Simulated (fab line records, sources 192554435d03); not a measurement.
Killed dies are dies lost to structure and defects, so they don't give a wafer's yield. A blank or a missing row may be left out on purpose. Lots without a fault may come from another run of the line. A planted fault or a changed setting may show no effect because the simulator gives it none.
Chamber matching | flow n5_finfet | N5_SDB_ALD_29 on ald_sin-03: 4 sister chambers
The step deposits SiNx, target thk 30 nm, pulse time 1 s, ald cycles 600. 4 wafers are shown with their chamber, then 8 later ones without.

WAFERS WITH THEIR CHAMBER
wafer  | chamber | heater_power_outer_w (W)
L077.1 | 1       | 432
L079.4 | 3       | 509
L082.4 | 2       | 524
L084.1 | 0       | 471

WAFERS WITHOUT THEIR CHAMBER
wafer  | heater_power_outer_w (W)
L084.3 | 507
L084.4 | 476
L089.2 | 484
L089.4 | 444
L089.6 | 519
L090.1 | 426
L090.5 | 438
L090.6 | 518

WHICH CHAMBER EACH WENT THROUGH
wafer  | from the rows above     | in truth
L084.3 | can't be placed: 3 or 2 | 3
L084.4 | 0                       | 0
L089.2 | can't be placed: 0 or 3 | 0
L089.4 | can't be placed: 1 or 0 | 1
L089.6 | can't be placed: 2 or 3 | 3
L090.1 | 1                       | 1
L090.5 | 1                       | 1
L090.6 | can't be placed: 2 or 3 | 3
Placed correctly: 3 of 8. Can't be placed from these rows: 5 (the true chamber is among the candidates in 5). Placed wrongly: 0.
How it was worked out, from the rows above alone: a wafer's distance from a chamber is the root of the sum, over the readings, of the square of ((its reading less the chamber's mean) divided by the reading's scatter). The wafer belongs to the nearest chamber; if the next one is less than 2 further off, it can't be placed. A chamber's mean is the mean of its shown wafers. The scatter: with one shown wafer a chamber, the root of the mean of the squares of how far each hidden wafer lies from its nearest shown one.
